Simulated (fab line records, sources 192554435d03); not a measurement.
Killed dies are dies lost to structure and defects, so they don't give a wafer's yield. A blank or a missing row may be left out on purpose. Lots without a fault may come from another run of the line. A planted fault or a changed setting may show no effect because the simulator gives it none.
Chamber matching | flow n5_finfet | N5_HKMG_FIN_ALD_91 on ald_metal-03: 4 sister chambers
The step deposits TiN, target thk 1 nm, pulse time 1 s, purge time 3 s. 18 wafers are shown with their chamber, then 9 later ones without.

WAFERS WITH THEIR CHAMBER
wafer  | chamber | heater_power_w (W) | precursor_pulse_height_rel
L080.4 | 2       | 958                | 1.018
L080.5 | 3       | 793                | 1.008
L080.6 | 2       | 917                | 1.003
L082.3 | 2       | 928                | 1.015
L082.4 | 2       | 913                | 0.983
L082.6 | 3       | 801                | 0.981
L083.1 | 1       | 804                | 0.985
L083.4 | 2       | 921                | 0.975
L083.5 | 2       | 931                | 0.989
L087.1 | 2       | 931                | 1.023
L087.2 | 1       | 807                | 1.009
L087.5 | 3       | 779                | 1.016
L088.1 | 2       | 912                | 1.009
L088.5 | 2       | 909                | 0.985
L088.6 | 1       | 824                | 1.011
L091.1 | 0       | 942                | 0.999
L091.4 | 2       | 912                | 1.020
L091.5 | 1       | 834                | 1.010

SIGNATURES (means of the wafers above)
reading                    | chamber 0 | chamber 1 | chamber 2 | chamber 3 | scatter within a chamber
heater_power_w             | 942.00    | 817.25    | 923.20    | 791.00    | 14.2
precursor_pulse_height_rel | 0.99900   | 1.00375   | 1.00200   | 1.00167   | 0.0168
Rule: a wafer's distance from a chamber is the root of the sum, over the readings, of the square of ((its reading less the chamber's mean) divided by the reading's scatter). The wafer belongs to the nearest chamber; if the next one is less than 2 further off, it can't be placed. The scatter: the root of (the sum of the squares of (reading less its chamber's mean) over the shown wafers, divided by (wafers less chambers)).

WAFERS WITHOUT THEIR CHAMBER
wafer  | heater_power_w (W) | precursor_pulse_height_rel
L092.2 | 944                | 0.999
L092.3 | 923                | 1.047
L092.6 | 826                | 1.021
L095.3 | 909                | 1.008
L095.5 | 947                | 1.004
L095.6 | 827                | 1.005
L097.2 | 806                | 0.969
L097.4 | 951                | 0.999
L097.5 | 912                | 0.950

WHICH CHAMBER EACH WENT THROUGH
wafer  | from the rows above     | in truth
L092.2 | can't be placed: 0 or 2 | 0
L092.3 | can't be placed: 2 or 0 | 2
L092.6 | can't be placed: 1 or 3 | 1
L095.3 | can't be placed: 2 or 0 | 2
L095.5 | can't be placed: 0 or 2 | 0
L095.6 | can't be placed: 1 or 3 | 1
L097.2 | can't be placed: 3 or 1 | 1
L097.4 | can't be placed: 0 or 2 | 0
L097.5 | can't be placed: 2 or 0 | 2
Placed correctly: 0 of 9. Can't be placed from these rows: 9 (the true chamber is among the candidates in 9). Placed wrongly: 0.
